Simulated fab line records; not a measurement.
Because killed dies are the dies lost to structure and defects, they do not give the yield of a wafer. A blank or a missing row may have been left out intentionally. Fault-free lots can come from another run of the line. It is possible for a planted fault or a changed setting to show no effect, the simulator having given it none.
Chamber matching	flow nand_harc	NHARC_A_ZERO_WELL_DESCUM_12 on rie_diel-01: 4 sister chambers
The step chemistry O2, time 3 s. 14 wafers are shown with their chamber, then 6 later ones without.

WAFERS WITH THEIR CHAMBER
wafer	chamber	showerhead_plenum_p_Torr (Torr)	drypump_motor_current_A (A)	oes_product_au (a.u.)
L893.2	1	1.83	5.3	1.000
L893.4	0	1.87	5.6	0.978
L893.6	1	1.83	5.3	0.998
L897.2	3	1.95	6.2	0.985
L897.4	0	1.87	5.6	0.996
L897.6	2	1.80	5.6	0.986
L903.1	0	1.87	5.6	0.990
L903.3	2	1.80	5.6	0.996
L906.3	3	1.95	6.3	0.982
L906.4	2	1.80	5.6	0.996
L906.6	3	1.95	6.3	0.984
L907.1	2	1.80	5.6	1.001
L907.5	0	1.87	5.6	0.994
L907.6	1	1.82	5.4	1.015

SIGNATURES, as means of the wafers listed above
reading	chamber 0	chamber 1	chamber 2	chamber 3	scatter within a chamber
showerhead_plenum_p_Torr	1.8700	1.8267	1.8000	1.9500	0.00258
drypump_motor_current_A	5.600	5.333	5.600	6.267	0.0365
oes_product_au	0.98950	1.00433	0.99475	0.98367	0.00701
Rule: for each reading, subtract the chamber's mean from the wafer's reading, divide by that reading's scatter and square the result; add these up over the readings and take the root, which gives the wafer's distance from the chamber. If the next closest chamber is less than 2 further off than the closest, the wafer can't be placed; otherwise it belongs to the closest. How the scatter is found: for the shown wafers, subtract from each reading the mean of its chamber, square and add these, divide the total by (wafers less chambers), then take the root.

WAFERS WITHOUT THEIR CHAMBER
wafer	showerhead_plenum_p_Torr (Torr)	drypump_motor_current_A (A)	oes_product_au (a.u.)
L909.3	1.95	6.2	0.987
L909.5	1.87	5.6	0.984
L909.6	1.95	6.2	0.986
L910.1	1.87	5.6	0.989
L910.3	1.82	5.3	1.009
L910.4	1.80	5.6	1.001

CHAMBER TAKEN BY EACH
wafer	from the rows above	in truth
L909.3	3	3
L909.5	0	0
L909.6	3	3
L910.1	0	0
L910.3	1	1
L910.4	2	2
6 of 6 placed correctly. Can't be placed from these rows: 0. Placed wrongly: 0.
